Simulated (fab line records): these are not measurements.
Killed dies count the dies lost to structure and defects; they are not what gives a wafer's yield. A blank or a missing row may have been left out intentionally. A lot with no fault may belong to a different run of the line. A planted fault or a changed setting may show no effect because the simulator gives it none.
Struck lot and sound lot, side by side || flow n5Finfet || 26 steps out of a route of 1938
Sound: these wafers, L565.1, L565.4, L565.6. Wafers L571.1, L571.2, L571.5 were the ones struck. At the end, the cause is stated.
Order at every step that has rows: each side's tool, ch and its chambers, its first start. Under that, the readings that differ: sound wafers || struck wafers || difference of the means || sigmas: that difference in standard deviations of wafers without a fault.
alike: same words and numbers on both sides, and readings whose means sit less than 2 such deviations apart. not compared: any withheld reading, any reading some wafer has no value for, any bound like >300 that may hide the same value, and any number with overlapping values for which the record gives no deviation.
Wherever a step has rows on one side only, a row that says differs or no value, or a row with sigmas, the two part there. When numbers do not overlap yet have no deviation, they are printed without sigmas and do not part them. A reading missing from all wafers of one side parts the sides only when that side holds two or more wafers.

first, 9 steps without rows for these wafers: N5_BEOL_M3_ILD_DEP_00 (deposits SiOC from DEMS/O2, target thk 79 nm, time 15.3 s); N5_BEOL_M3_PECVD_72 (deposits SiO2 from TEOS/O2, target thk 16 nm, time 18 s); N5_BEOL_M3_HM_DEP_02 (deposits TiN, target thk 20 nm); N5_BEOL_M3_COAT_61 (time 60 s, resist thk 60 nm); N5_BEOL_M3_COAT_62 (time 60 s, resist thk 12 nm); N5_BEOL_M3_COAT_73 (time 60 s, resist thk 5 nm); N5_BEOL_M3_COAT_05 (resist thk 30 nm); N5_BEOL_M3_EBR_07; N5_BEOL_M3_SOFTBAKE_06 (time 60 s).
N5_BEOL_M3_EXPOSE_08: exposes mask M3.
  sound on euvScanner-02 ch 0, day 8 13:21; struck on euvScanner-02 ch 0, day 10 09:23
{"reading": "exposureDoseMJCm2", "sound": "32.98 32.96 33.02", "struck": "28.18 28.18 28.18", "difference": -4.81, "sigmas": "-99 or more"}
  alike: mask
then, 2 steps without rows for these wafers: N5_BEOL_M3_PEB_09 (peb time 60 s); N5_BEOL_M3_DEVELOP_10 (develop time 30 s).
N5_BEOL_M3_CD_MEAS_11: target cd 17.05 nm.
  sound on cdSem-01 ch 0, day 8 13:28; struck on cdSem-01 ch 0, day 10 09:30
{"reading": "cdNm (nm)", "sound": "17.06 16.98 17.21", "struck": "13.18 13.66 13.66", "difference": -3.58, "sigmas": -15}
then, 1 step without rows for these wafers: N5_BEOL_M3_DESCUM_16 (chemistry O2, time 7 s).
N5_BEOL_M3_ETCH_74: etches underlayer in N2/H2, target depth 6.5 nm, time 5.2 s.
  sound on rieDiel-03 ch 0,1,2, day 8 13:43; struck on rieDiel-05 ch 0,2,3, day 10 09:40
{"reading": "throttleValvePct (%)", "sound": "18.2 17.6 18.1", "struck": "17.1 17.2 17.5", "difference": -0.7, "sigmas": -2}
{"reading": "model.BEOL_M3.cdOffsetNm (nm)", "sound": "-0.4 -0.2 0", "struck": "-3.8 -3.4 -3.6", "difference": -3.4, "sigmas": ""}
  alike: drypumpMotorCurrentA, etchRfOnTimeS, h2FlowSccm, oesProductAu, rfVppV, showerheadPlenumPTorr
  not compared: rfHoursCounterH
then, 5 steps without rows for these wafers: N5_BEOL_M3_ETCH_63 (etches SiARC in CF4, target depth 15.6 nm, time 26 s); N5_BEOL_M3_ETCH_64 (etches SOC in N2/H2, target depth 75 nm, overetch 15 nm, time 112.5 s); N5_BEOL_M3_STRIP_65 (strips in N2/H2); N5_BEOL_M3_STRIP_75 (strips in N2/H2); N5_BEOL_M3_STRIP_66 (strips in CF4).
N5_BEOL_M3_HM_OPEN_17: chemistry Cl2/BCl3, target TiN, target depth 20 nm, overetch 6 nm.
  sound on rieMetal-03 ch 0,1, day 8 13:56; struck on rieMetal-01 ch 0, day 10 09:52
{"reading": "model.BEOL_M3.cdOffsetNm (nm)", "sound": "-0.8 -0.4 0.2", "struck": "-3.8 -3.2 -3.6", "difference": -3.2, "sigmas": ""}
  alike: drypumpMotorCurrentA, oesProductAu, throttleValvePct
  not compared: rfHoursCounterH
then, 1 step without rows for these wafers: N5_BEOL_M3_STRIP_19 (strips in O2).
N5_BEOL_M3_CD_MEAS_18: pitch 36 nm, target cd 18 nm.
  struck on cdSem-01, day 10 10:10; sound on cdSem-02, day 8 14:12
{"reading": "cdNm (nm)", "sound": "17.2 17.2 18.1", "struck": "13.8 14.6 14.2", "difference": -3.3, "sigmas": -9}
then, 1 step without rows for these wafers: N5_BEOL_M3_COAT_67 (time 60 s, resist thk 60 nm).
N5_BEOL_M4_RC_MEAS_101:
  the record has rows for the sound wafers here (prober-01 ch 0, day 9 09:08) and none for the struck ones
-- the record jumps here: 5 days lie between the struck wafers' starts before and after (it left off in module BEOL_M4 and takes up again in module PASSIVATION, whose first step shown is number 1936 of the route) --
N5_PASSIVATION_PROBE_49:
  the record has rows for the struck wafers here (prober-02, day 15 17:46) and none for the sound ones

WHERE THEY PART
Earliest at N5_BEOL_M3_EXPOSE_08; latest, in this record, at N5_PASSIVATION_PROBE_49.

WHY: the cause the simulator had injected
Process parameters drifting: euvScanner-02 at N5_BEOL_M3_EXPOSE_08, beginning at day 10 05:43. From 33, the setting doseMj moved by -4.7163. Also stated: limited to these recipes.
